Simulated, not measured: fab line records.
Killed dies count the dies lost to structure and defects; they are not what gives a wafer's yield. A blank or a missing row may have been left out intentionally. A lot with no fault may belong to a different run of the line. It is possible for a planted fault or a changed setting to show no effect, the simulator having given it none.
fab line records	flow n5Finfet
record: lots: 24	wafers: 72	lastDay: 17
route steps=1938 shown BEOL_M2@884
lots that met no fault: from a run of the same line without faults
startH: start of the lot's first displayed wafer, in hours after the record's first day	waitH: hours from the lot's prior step to this one	" the same as in the row above	L1.1+2: several wafers, shown together as one row	- no value, or no start given	* or withheld: withheld	< > ~ a bound
route shown NAME@n: a module of which the file shows steps, and the number in the route of the first	usual: the fault-free wafers' mean and standard deviation	same: alike in all rows	chamber/n: place in a boat	sites: readings site by site	_std_site: the standard deviation of these	_edge_site: outer sites' mean less inner sites'	radiusMm: for every site, how far away it sits from the centre of the wafer	mask NAME#n: copy n	behind: tool/chamber where the wafer was last shaped	hold: what put the lot on hold/how long, in hours/how the hold closed	device: the n, p or np transistor that did not switch	end of line: tests of these same wafers at the route's end	a step given without rows: its recipe and nothing more	killed: dies lost to structure and defects at the first sort, not the wafer's yield	map: dies across one wafer; x = killed, . = not, _ = none there
set.NAME: the setting as run; set.NAME@STEP: as run at that earlier step	model.NAME: the simulator's own value behind a step, which no gauge read
steps of the route over a sample of lots; a table a step, a row a wafer
services: from which hour (startH, from the record's first day; less than 0 if before it) a tool's chamber was out of use, for how many hours, and why
== steps ==
step: N5_BEOL_M2_ETCH_70
recipe: chemistry: N2/H2	target: SOC	targetDepthA: 800	overetchA: 240	maskMaterial: SiARC	tempC: 40	timeS: 130	ionEnergyEv: 200	pressureMtorr: 30	sourceW: 840	biasW: 150	n2FlowSccm: 200	h2FlowSccm: 200
usual: drypumpMotorCurrentA: 5.7/0.45	oesProductAu: 0.60/0.056	rfVppV: 523.8/2.3	showerheadPlenumPTorr: 2.54/0.081	throttleValvePct: 17.8/0.33
lot.wafer	tool	chamber	startH	waitH	drypumpMotorCurrentA	oesProductAu	rfHoursCounterH	rfVppV	showerheadPlenumPTorr	throttleValvePct
L074.2	rieDiel-01	2	146.39	0.0	5.8	0.52	217	521.5	2.53	18.4
L074.4	"	0	"	"	5.1	0.61	60	521.9	2.47	17.4
L074.5	"	1	"	"	5.6	0.66	-	524.9	2.59	17.5
L075.1	rieDiel-03	0	146.44	0.0	5.5	0.50	236	519.8	2.40	17.8
L075.3	"	1	"	"	6.7	0.70	13	522.1	2.49	17.6
L075.6	"	2	"	"	6.0	0.65	-	523.6	2.48	17.6
L077.2	rieDiel-01	3	152.08	0.0	5.2	0.62	40	521.7	2.48	17.7
L077.3	"	0	"	"	5.1	0.61	62	523.8	2.47	17.4
L077.6	"	2	"	"	5.8	0.52	-	523.8	2.53	18.4
L076.1	rieDiel-01	1	152.45	0.0	5.6	0.66	25	526.0	2.59	17.5
L076.2	"	2	"	"	5.8	0.52	219	523.4	2.53	18.4
L076.3	"	3	"	"	5.2	0.63	40	521.7	2.48	17.7
L078.2	rieDiel-05	2	158.27	0.0	6.2	0.52	218	527.5	2.63	18.1
L078.3	"	0	"	"	5.5	0.61	60	528.1	2.68	17.3
L078.5	"	0	"	"	5.5	0.61	-	527.2	2.68	17.3
L079.1	rieDiel-01	1	164.09	0.0	5.6	0.66	29	524.8	2.59	17.5
L079.4	"	2	"	"	5.8	0.52	222	524.5	2.53	18.4
L079.6	"	2	"	"	5.8	0.52	-	523.7	2.53	18.4
L081.2	rieDiel-03	1	175.68	0.0	6.7	0.67	23	523.1	2.48	17.6
L081.3	"	2	"	"	5.9	0.64	31	523.6	2.48	17.6
L081.4	"	2	"	"	5.9	0.65	-	522.4	2.48	17.6
L080.2	rieDiel-01	2	175.75	0.0	5.8	0.52	227	522.8	2.53	18.4
L080.3	"	0	"	"	5.1	0.60	70	521.8	2.47	17.4
L080.6	"	3	"	"	5.2	0.62	-	520.0	2.48	17.8
L082.1	rieDiel-03	1	186.69	0.0	6.7	0.66	28	523.2	2.48	17.6
L082.2	"	3	"	"	5.6	0.61	99	528.1	2.68	17.9
L082.4	"	0	"	"	5.5	0.50	249	520.4	2.40	17.8
L083.1	rieDiel-01	0	191.08	0.0	5.1	0.59	76	522.1	2.47	17.4
L083.3	"	2	"	"	5.8	0.51	232	521.1	2.52	18.4
L083.6	"	2	"	"	5.8	0.51	-	523.0	2.52	18.4
L084.1	rieDiel-05	2	199.56	0.0	6.2	0.51	231	525.4	2.63	18.1
L084.5	"	1	"	"	5.5	0.54	-	523.3	2.51	18.2
L084.6	"	2	"	"	6.1	0.51	-	526.2	2.63	18.1
L085.4	rieDiel-03	3	205.06	0.0	5.6	0.60	-	528.9	2.68	17.9
L085.5	"	2	"	"	5.9	0.63	-	522.4	2.47	17.6
L085.6	"	1	"	"	6.7	0.66	-	521.7	2.47	17.6
L087.2	rieDiel-01	1	220.33	0.0	5.5	0.64	47	525.2	2.58	17.5
L087.5	"	1	"	"	5.5	0.64	-	525.8	2.58	17.5
L087.6	"	2	"	"	5.8	0.51	-	523.0	2.52	18.4
L088.1	rieDiel-01	2	224.85	0.0	5.8	0.50	244	521.9	2.52	18.4
L088.2	"	0	"	"	5.1	0.58	87	521.7	2.46	17.4
L088.6	"	3	"	"	5.2	0.61	-	521.4	2.47	17.8
L086.1	rieDiel-03	1	225.02	0.0	6.7	0.65	45	522.4	2.47	17.6
L086.3	"	3	"	"	5.6	0.59	116	528.6	2.67	17.9
L086.4	"	1	"	"	6.7	0.65	-	521.4	2.47	17.6
L089.1	rieDiel-01	3	229.65	0.0	5.2	0.60	69	522.6	2.47	17.8
L089.3	"	0	"	"	5.1	0.59	89	521.0	2.46	17.4
L089.5	"	3	"	"	5.2	0.60	-	522.0	2.47	17.8
L090.3	rieDiel-01	2	231.15	0.0	5.8	0.51	246	522.9	2.52	18.4
L090.4	"	1	"	"	5.6	0.63	50	525.0	2.58	17.5
L090.6	"	2	"	"	5.8	0.50	-	521.0	2.52	18.4
L091.1	rieDiel-01	0	237.80	0.0	5.1	0.59	91	521.7	2.46	17.5
L091.3	"	2	"	"	5.8	0.51	248	523.0	2.52	18.5
L091.5	"	1	"	"	5.6	0.63	-	524.1	2.58	17.5
L092.1	rieDiel-05	2	246.32	0.0	6.2	0.50	247	525.6	2.62	18.1
L092.2	"	3	"	"	5.5	0.52	215	523.5	2.52	18.0
L092.6	"	3	"	"	5.6	0.52	-	524.2	2.52	18.0
L093.1	rieDiel-03	1	249.51	0.0	6.8	0.64	53	521.4	2.47	17.6
L093.3	"	3	"	"	5.7	0.59	126	528.2	2.67	18.0
L093.4	"	0	"	"	5.5	0.70	9	528.4	2.71	17.3
L094.1	rieDiel-01	1	266.16	0.0	5.6	0.62	67	526.6	2.58	17.5
L094.5	"	3	"	"	5.2	0.59	-	523.3	2.46	17.8
L094.6	"	0	"	"	5.1	0.58	-	520.5	2.46	17.5
L096.1	rieDiel-03	3	268.79	0.0	5.6	0.58	133	527.6	2.67	18.0
L096.2	"	1	"	"	6.7	0.63	60	521.1	2.46	17.6
L096.5	"	1	"	"	6.7	0.64	-	522.3	2.46	17.6
L095.2	rieDiel-05	0	271.94	0.0	5.5	0.57	102	527.9	2.66	17.4
L095.3	"	1	"	"	5.5	0.53	232	521.5	2.50	18.2
L095.5	"	3	"	"	5.6	0.52	-	522.8	2.51	18.0
L097.2	rieDiel-03	2	272.03	0.0	5.9	0.61	72	522.5	2.46	17.7
L097.3	"	1	"	"	6.7	0.63	61	522.8	2.46	17.6
L097.6	"	3	"	"	5.6	0.57	-	526.6	2.67	18.0
step: N5_BEOL_M2_SURFACE_TREAT_85
recipe: gas: Ar	timeS: *	ionEnergyEv: *	ionCurrentMaCm2: 0.5	pressureMtorr: *	arFlowSccm: 30
usual: pressureMtorr: *	throttleValvePct: *
lot.wafer	tool	chamber	startH	waitH	pressureMtorr	throttleValvePct
L074.2	pvdSputter-01	-	147.29	0.1	*	*
L074.4	"	-	"	"	*	*
L074.5	"	-	"	"	*	*
L075.1	pvdSputter-01	-	147.41	0.1	*	*
L075.3	"	-	"	"	*	*
L075.6	"	-	"	"	*	*
L077.2	pvdSputter-02	-	153.22	0.2	*	*
L077.3	"	-	"	"	*	*
L077.6	"	-	"	"	*	*
L076.1	pvdSputter-02	-	153.33	0.1	*	*
L076.2	"	-	"	"	*	*
L076.3	"	-	"	"	*	*
L078.2	pvdSputter-03	-	159.16	0.1	*	*
L078.3	"	-	"	"	*	*
L078.5	"	-	"	"	*	*
L079.1	pvdSputter-01	-	165.35	0.1	*	*
L079.4	"	-	"	"	*	*
L079.6	"	-	"	"	*	*
L081.2	pvdSputter-02	-	176.91	0.2	*	*
L081.3	"	-	"	"	*	*
L081.4	"	-	"	"	*	*
L080.2	pvdSputter-02	-	177.27	0.4	*	*
L080.3	"	-	"	"	*	*
L080.6	"	-	"	"	*	*
L082.1	pvdSputter-02	-	189.06	1.2	*	*
L082.2	"	-	"	"	*	*
L082.4	"	-	"	"	*	*
L083.1	pvdSputter-02	-	192.50	0.2	*	*
L083.3	"	-	"	"	*	*
L083.6	"	-	"	"	*	*
L084.1	pvdSputter-03	-	202.69	0.3	*	*
L084.5	"	-	"	"	*	*
L084.6	"	-	"	"	*	*
L085.4	pvdSputter-02	-	206.62	0.4	*	*
L085.5	"	-	"	"	*	*
L085.6	"	-	"	"	*	*
L087.2	pvdSputter-03	-	221.25	0.2	*	*
L087.5	"	-	"	"	*	*
L087.6	"	-	"	"	*	*
L088.1	pvdSputter-02	-	225.93	0.2	*	*
L088.2	"	-	"	"	*	*
L088.6	"	-	"	"	*	*
L086.1	pvdSputter-02	-	226.29	0.2	*	*
L086.3	"	-	"	"	*	*
L086.4	"	-	"	"	*	*
L089.1	pvdSputter-02	-	231.09	0.7	*	*
L089.3	"	-	"	"	*	*
L089.5	"	-	"	"	*	*
L090.3	pvdSputter-03	-	232.67	0.5	*	*
L090.4	"	-	"	"	*	*
L090.6	"	-	"	"	*	*
L091.1	pvdSputter-03	-	239.11	0.2	*	*
L091.3	"	-	"	"	*	*
L091.5	"	-	"	"	*	*
L092.1	pvdSputter-01	-	247.59	0.1	*	*
L092.2	"	-	"	"	*	*
L092.6	"	-	"	"	*	*
L093.1	pvdSputter-03	-	250.79	0.2	*	*
L093.3	"	-	"	"	*	*
L093.4	"	-	"	"	*	*
L094.1	pvdSputter-01	-	268.46	0.4	*	*
L094.5	"	-	"	"	*	*
L094.6	"	-	"	"	*	*
L096.1	pvdSputter-02	-	270.46	0.1	*	*
L096.2	"	-	"	"	*	*
L096.5	"	-	"	"	*	*
L095.2	pvdSputter-02	-	273.14	0.2	*	*
L095.3	"	-	"	"	*	*
L095.5	"	-	"	"	*	*
L097.2	pvdSputter-03	-	273.32	0.3	*	*
L097.3	"	-	"	"	*	*
L097.6	"	-	"	"	*	*
step: N5_BEOL_M2_SPUTTER_79
recipe: material: Cu	targetThkA: 45	tempC: -20	chamberPressurePa: 0.07	powerW: withheld	timeS: 8.29
usual: chuckGasFlowSccm: 1.26/0.054	throttleValvePct: 30.2/1.5
lot.wafer	tool	chamber	startH	waitH	chuckGasFlowSccm	throttleValvePct
L074.2	pvdSputter-02	-	147.80	0.1	1.25	31.8
L074.4	"	-	"	"	1.25	32.2
L074.5	"	-	"	"	1.29	30.1
L075.1	pvdSputter-01	-	147.93	0.1	1.23	28.6
L075.3	"	-	"	"	1.13	30.8
L075.6	"	-	"	"	1.15	31.0
L077.2	pvdSputter-03	-	153.66	0.1	1.25	32.0
L077.3	"	-	"	"	1.24	29.6
L077.6	"	-	"	"	1.22	31.6
L076.1	pvdSputter-01	-	153.81	0.1	1.26	28.5
L076.2	"	-	"	"	1.34	30.0
L076.3	"	-	"	"	1.25	28.4
L078.2	pvdSputter-02	-	159.71	0.1	1.26	30.3
L078.3	"	-	"	"	1.19	31.5
L078.5	"	-	"	"	1.32	31.5
L079.1	pvdSputter-03	-	165.83	0.1	1.16	32.0
L079.4	"	-	"	"	1.33	31.6
L079.6	"	-	"	"	1.33	32.0
L081.2	pvdSputter-02	-	177.53	0.1	1.25	30.3
L081.3	"	-	"	"	1.28	27.8
L081.4	"	-	"	"	1.28	31.6
L080.2	pvdSputter-01	-	177.92	0.1	1.30	28.7
L080.3	"	-	"	"	1.25	30.8
L080.6	"	-	"	"	1.24	28.4
L082.1	pvdSputter-02	-	189.60	0.1	1.24	27.7
L082.2	"	-	"	"	1.32	30.4
L082.4	"	-	"	"	1.25	32.1
L083.1	pvdSputter-01	-	193.01	0.1	1.29	30.8
L083.3	"	-	"	"	1.29	28.3
L083.6	"	-	"	"	1.20	28.2
L084.1	pvdSputter-03	-	203.23	0.1	1.27	29.8
L084.5	"	-	"	"	1.31	28.9
L084.6	"	-	"	"	1.27	31.7
L085.4	pvdSputter-02	-	207.08	0.1	1.27	27.7
L085.5	"	-	"	"	1.27	31.8
L085.6	"	-	"	"	1.22	32.2
L087.2	pvdSputter-02	-	222.01	0.1	1.30	30.2
L087.5	"	-	"	"	1.30	30.3
L087.6	"	-	"	"	1.29	27.7
L088.1	pvdSputter-03	-	226.41	0.1	1.32	31.4
L088.2	"	-	"	"	1.24	31.6
L088.6	"	-	"	"	1.21	29.9
L086.1	pvdSputter-02	-	226.85	0.1	1.26	32.1
L086.3	"	-	"	"	1.19	30.1
L086.4	"	-	"	"	1.23	31.5
L089.1	pvdSputter-02	-	231.85	0.1	1.19	32.0
L089.3	"	-	"	"	1.18	27.8
L089.5	"	-	"	"	1.22	30.1
L090.3	pvdSputter-03	-	233.25	0.1	1.21	31.5
L090.4	"	-	"	"	1.30	31.8
L090.6	"	-	"	"	1.21	31.4
L091.1	pvdSputter-02	-	239.58	0.1	1.24	27.7
L091.3	"	-	"	"	1.23	32.3
L091.5	"	-	"	"	1.12	31.6
L092.1	pvdSputter-03	-	248.03	0.1	1.23	29.5
L092.2	"	-	"	"	1.35	31.8
L092.6	"	-	"	"	1.21	31.7
L093.1	pvdSputter-03	-	251.27	0.1	1.27	31.5
L093.3	"	-	"	"	1.25	28.9
L093.4	"	-	"	"	1.17	29.9
L094.1	pvdSputter-01	-	268.98	0.1	1.24	28.4
L094.5	"	-	"	"	1.38	29.8
L094.6	"	-	"	"	1.21	28.2
L096.1	pvdSputter-02	-	271.08	0.1	1.17	30.2
L096.2	"	-	"	"	1.23	27.4
L096.5	"	-	"	"	1.30	27.6
L095.2	pvdSputter-02	-	273.90	0.1	1.26	30.4
L095.3	"	-	"	"	1.25	31.8
L095.5	"	-	"	"	1.22	30.4
L097.2	pvdSputter-03	-	275.46	0.1	1.21	29.6
L097.3	"	-	"	"	1.28	31.8
L097.6	"	-	"	"	1.29	29.2
step: N5_BEOL_M2_SPUTTER_92
recipe: material: Cu	targetThkA: 45	tempC: -20	chamberPressurePa: 0.07	powerW: withheld	timeS: 8.29
usual: chuckGasFlowSccm: 1.27/0.053	throttleValvePct: 30.3/1.5
lot.wafer	tool	chamber	startH	waitH	chuckGasFlowSccm	throttleValvePct
L074.2	pvdSputter-02	-	148.90	0.1	1.23	31.6
L074.4	"	-	"	"	1.27	32.0
L074.5	"	-	"	"	1.28	30.2
L075.1	pvdSputter-01	-	149.03	0.1	1.31	28.3
L075.3	"	-	"	"	1.20	30.8
L075.6	"	-	"	"	1.23	30.9
L077.2	pvdSputter-03	-	154.76	0.1	1.35	31.9
L077.3	"	-	"	"	1.25	29.9
L077.6	"	-	"	"	1.16	31.6
L076.1	pvdSputter-01	-	154.91	0.1	1.29	28.4
L076.2	"	-	"	"	1.30	30.1
L076.3	"	-	"	"	1.31	28.2
L078.2	pvdSputter-02	-	160.81	0.1	1.31	30.2
L078.3	"	-	"	"	1.21	31.4
L078.5	"	-	"	"	1.25	31.4
L079.1	pvdSputter-03	-	166.93	0.1	1.42	31.9
L079.4	"	-	"	"	1.21	31.4
L079.6	"	-	"	"	1.28	32.0
L081.2	pvdSputter-02	-	178.63	0.1	1.34	30.5
L081.3	"	-	"	"	1.24	27.6
L081.4	"	-	"	"	1.30	31.6
L080.2	pvdSputter-01	-	179.02	0.1	1.34	28.6
L080.3	"	-	"	"	1.26	31.0
L080.6	"	-	"	"	1.21	28.7
L082.1	pvdSputter-02	-	190.70	0.1	1.28	27.9
L082.2	"	-	"	"	1.30	30.5
L082.4	"	-	"	"	1.42	32.1
L083.1	pvdSputter-01	-	194.11	0.1	1.23	30.9
L083.3	"	-	"	"	1.20	28.2
L083.6	"	-	"	"	1.29	28.4
L084.1	pvdSputter-03	-	204.33	0.1	1.20	29.7
L084.5	"	-	"	"	1.26	28.8
L084.6	"	-	"	"	1.29	32.0
L085.4	pvdSputter-02	-	208.18	0.1	1.24	27.8
L085.5	"	-	"	"	1.31	31.6
L085.6	"	-	"	"	1.35	32.1
L087.2	pvdSputter-02	-	223.11	0.1	1.28	30.1
L087.5	"	-	"	"	1.20	30.5
L087.6	"	-	"	"	1.22	27.6
L088.1	pvdSputter-03	-	227.51	0.1	1.35	31.4
L088.2	"	-	"	"	1.30	31.9
L088.6	"	-	"	"	1.22	29.8
L086.1	pvdSputter-02	-	227.95	0.1	1.24	32.1
L086.3	"	-	"	"	1.21	30.1
L086.4	"	-	"	"	1.22	31.3
L089.1	pvdSputter-02	-	232.95	0.1	1.19	31.9
L089.3	"	-	"	"	1.31	27.5
L089.5	"	-	"	"	1.23	30.1
L090.3	pvdSputter-03	-	234.35	0.1	1.24	31.5
L090.4	"	-	"	"	1.29	31.9
L090.6	"	-	"	"	1.21	31.5
L091.1	pvdSputter-02	-	240.68	0.1	1.38	27.8
L091.3	"	-	"	"	1.24	32.1
L091.5	"	-	"	"	1.29	31.8
L092.1	pvdSputter-03	-	249.13	0.1	1.26	29.8
L092.2	"	-	"	"	1.31	31.8
L092.6	"	-	"	"	1.23	31.6
L093.1	pvdSputter-03	-	252.37	0.1	1.27	31.6
L093.3	"	-	"	"	1.25	29.2
L093.4	"	-	"	"	1.33	29.8
L094.1	pvdSputter-01	-	270.08	0.1	1.31	28.4
L094.5	"	-	"	"	1.35	29.9
L094.6	"	-	"	"	1.25	28.4
L096.1	pvdSputter-02	-	272.18	0.1	1.27	30.3
L096.2	"	-	"	"	1.34	27.5
L096.5	"	-	"	"	1.29	27.7
L095.2	pvdSputter-02	-	275.00	0.1	1.25	30.4
L095.3	"	-	"	"	1.32	31.6
L095.5	"	-	"	"	1.25	30.3
L097.2	pvdSputter-03	-	276.56	0.1	1.27	29.8
L097.3	"	-	"	"	1.29	31.9
L097.6	"	-	"	"	1.23	29.0
step: N5_BEOL_M2_ANNEAL_95
recipe: tempC: 400	timeS: 240	ambient: vacuum
usual: heaterPowerW: 885/68	susceptor_temp_C_max: 401.1/0.47
lot.wafer	tool	chamber	startH	waitH	heaterPowerW	susceptor_temp_C_max
L074.2	pvdSputter-02	-	149.20	0.0	926	401.1
L074.4	"	-	"	"	862	401.9
L074.5	"	-	"	"	926	401.3
L075.1	pvdSputter-01	-	149.33	0.0	711	401.0
L075.3	"	-	"	"	838	401.6
L075.6	"	-	"	"	857	401.9
L077.2	pvdSputter-03	-	155.06	0.0	907	401.0
L077.3	"	-	"	"	940	401.6
L077.6	"	-	"	"	849	401.1
L076.1	pvdSputter-01	-	155.21	0.0	711	400.5
L076.2	"	-	"	"	819	401.3
L076.3	"	-	"	"	926	401.2
L078.2	pvdSputter-02	-	161.11	0.0	941	400.9
L078.3	"	-	"	"	923	400.9
L078.5	"	-	"	"	937	401.0
L079.1	pvdSputter-03	-	167.23	0.0	901	401.7
L079.4	"	-	"	"	837	400.9
L079.6	"	-	"	"	921	401.4
L081.2	pvdSputter-02	-	178.93	0.0	924	401.7
L081.3	"	-	"	"	930	400.9
L081.4	"	-	"	"	937	400.9
L080.2	pvdSputter-01	-	179.32	0.0	945	401.0
L080.3	"	-	"	"	831	401.1
L080.6	"	-	"	"	945	401.3
L082.1	pvdSputter-02	-	191.00	0.0	935	400.4
L082.2	"	-	"	"	946	400.9
L082.4	"	-	"	"	865	400.9
L083.1	pvdSputter-01	-	194.41	0.0	836	401.8
L083.3	"	-	"	"	705	401.5
L083.6	"	-	"	"	950	400.9
L084.1	pvdSputter-03	-	204.63	0.0	931	401.2
L084.5	"	-	"	"	766	400.0
L084.6	"	-	"	"	913	402.2
L085.4	pvdSputter-02	-	208.48	0.0	941	400.5
L085.5	"	-	"	"	930	400.9
L085.6	"	-	"	"	852	401.6
L087.2	pvdSputter-02	-	223.41	0.0	945	400.9
L087.5	"	-	"	"	967	401.5
L087.6	"	-	"	"	921	400.2
L088.1	pvdSputter-03	-	227.81	0.0	828	401.0
L088.2	"	-	"	"	899	401.3
L088.6	"	-	"	"	941	401.5
L086.1	pvdSputter-02	-	228.25	0.0	846	401.8
L086.3	"	-	"	"	933	401.4
L086.4	"	-	"	"	925	400.9
L089.1	pvdSputter-02	-	233.25	0.0	869	401.2
L089.3	"	-	"	"	931	400.6
L089.5	"	-	"	"	953	401.2
L090.3	pvdSputter-03	-	234.65	0.0	848	400.4
L090.4	"	-	"	"	917	400.9
L090.6	"	-	"	"	834	400.4
L091.1	pvdSputter-02	-	240.98	0.0	956	400.5
L091.3	"	-	"	"	862	401.7
L091.5	"	-	"	"	935	401.0
L092.1	pvdSputter-03	-	249.43	0.0	970	401.5
L092.2	"	-	"	"	898	401.1
L092.6	"	-	"	"	820	400.7
L093.1	pvdSputter-03	-	252.67	0.0	810	400.6
L093.3	"	-	"	"	771	400.6
L093.4	"	-	"	"	944	401.3
L094.1	pvdSputter-01	-	270.38	0.0	950	400.8
L094.5	"	-	"	"	834	401.5
L094.6	"	-	"	"	703	400.6
L096.1	pvdSputter-02	-	272.48	0.0	946	401.1
L096.2	"	-	"	"	920	400.3
L096.5	"	-	"	"	935	400.5
L095.2	pvdSputter-02	-	275.30	0.0	932	401.0
L095.3	"	-	"	"	925	400.7
L095.5	"	-	"	"	953	400.9
L097.2	pvdSputter-03	-	276.86	0.0	933	401.1
L097.3	"	-	"	"	917	401.4
L097.6	"	-	"	"	765	400.6
step: N5_BEOL_M2_RS_MEAS_58
recipe: thkMeasGauge: four-point-probe	reads: Co_of_BEOL_M2_CO_CAP_55+Cu_of_BEOL_M2_ECD_50+Co_of_BEOL_M2_CVD_47+TaN_of_BEOL_M2_ALD_84
usual: M2_RS: 0.64/0.031
lot.wafer	tool	chamber	startH	waitH	M2_RS[ohm/sq]
L074.2	filmMetro-01	-	150.38	0.1	0.64
L074.4	"	-	"	"	0.60
L074.5	"	-	"	"	0.57
L075.1	filmMetro-01	-	150.52	0.0	0.67
L075.3	"	-	"	"	0.61
L075.6	"	-	"	"	0.61
L077.2	filmMetro-01	-	156.46	0.1	0.65
L077.3	"	-	"	"	0.59
L077.6	"	-	"	"	0.66
L076.1	filmMetro-01	-	156.69	0.0	0.58
L076.2	"	-	"	"	0.62
L076.3	"	-	"	"	0.58
L078.2	filmMetro-02	-	162.31	0.1	0.67
L078.3	"	-	"	"	0.65
L078.5	"	-	"	"	0.64
L079.1	filmMetro-02	-	168.46	0.0	0.62
L079.4	"	-	"	"	0.64
L079.6	"	-	"	"	0.64
L081.2	filmMetro-01	-	180.15	0.1	0.58
L081.3	"	-	"	"	0.63
L081.4	"	-	"	"	0.63
L080.2	filmMetro-02	-	180.51	0.1	0.63
L080.3	"	-	"	"	0.59
L080.6	"	-	"	"	0.63
L082.1	filmMetro-02	-	192.19	0.0	0.63
L082.2	"	-	"	"	0.64
L082.4	"	-	"	"	0.68
L083.1	filmMetro-02	-	195.60	0.0	0.62
L083.3	"	-	"	"	0.69
L083.6	"	-	"	"	0.65
L084.1	filmMetro-02	-	205.81	0.0	0.65
L084.5	"	-	"	"	0.64
L084.6	"	-	"	"	0.66
L085.4	filmMetro-02	-	209.70	0.0	0.65
L085.5	"	-	"	"	0.60
L085.6	"	-	"	"	0.59
L087.2	filmMetro-01	-	224.60	0.1	0.64
L087.5	"	-	"	"	0.62
L087.6	"	-	"	"	0.69
L088.1	filmMetro-01	-	229.00	0.0	0.67
L088.2	"	-	"	"	0.63
L088.6	"	-	"	"	0.64
L086.1	filmMetro-01	-	229.44	0.0	0.65
L086.3	"	-	"	"	0.67
L086.4	"	-	"	"	0.64
L089.1	filmMetro-02	-	234.44	0.0	0.61
L089.3	"	-	"	"	0.64
L089.5	"	-	"	"	0.61
L090.3	filmMetro-02	-	235.84	0.1	0.67
L090.4	"	-	"	"	0.63
L090.6	"	-	"	"	0.68
L091.1	filmMetro-02	-	242.17	0.0	0.64
L091.3	"	-	"	"	0.65
L091.5	"	-	"	"	0.61
L092.1	filmMetro-01	-	250.63	0.0	0.70
L092.2	"	-	"	"	0.69
L092.6	"	-	"	"	0.70
L093.1	filmMetro-02	-	254.07	0.0	0.61
L093.3	"	-	"	"	0.65
L093.4	"	-	"	"	0.62
L094.1	filmMetro-02	-	271.57	0.0	0.65
L094.5	"	-	"	"	0.64
L094.6	"	-	"	"	0.65
L096.1	filmMetro-01	-	273.92	0.0	0.63
L096.2	"	-	"	"	0.62
L096.5	"	-	"	"	0.62
L095.2	filmMetro-02	-	276.50	0.1	0.70
L095.3	"	-	"	"	0.72
L095.5	"	-	"	"	0.70
L097.2	filmMetro-02	-	278.34	0.1	0.65
L097.3	"	-	"	"	0.65
L097.6	"	-	"	"	0.68
== services ==
tool	chamber	startH	hours	kind
rieDiel-03	-	128.90	15.6	pm
pvdSputter-03	-	139.16	3.7	repair
rieDiel-03	0	168.28	7.7	repair
rieDiel-01	-	178.16	0.7	repair
rieDiel-03	0	190.42	-	clean
rieDiel-03	0	190.42	-	consumableReplace:esc
rieDiel-03	0	190.42	-	consumableReplace:focusRing
rieDiel-03	0	190.42	-	consumableReplace:showerhead
rieDiel-03	0	190.42	35.4	scheduledDown
rieDiel-03	0	190.42	35.4	ventCycle
rieDiel-05	1	213.01	3.8	repair
rieDiel-05	2	241.53	4.6	repair
rieDiel-01	2	242.59	-	clean
rieDiel-01	2	242.59	-	consumableReplace:focusRing
rieDiel-01	2	242.59	22.9	scheduledDown
rieDiel-01	2	242.59	22.9	ventCycle
rieDiel-05	2	253.64	-	clean
rieDiel-05	2	253.64	-	consumableReplace:focusRing
== key ==
fault none
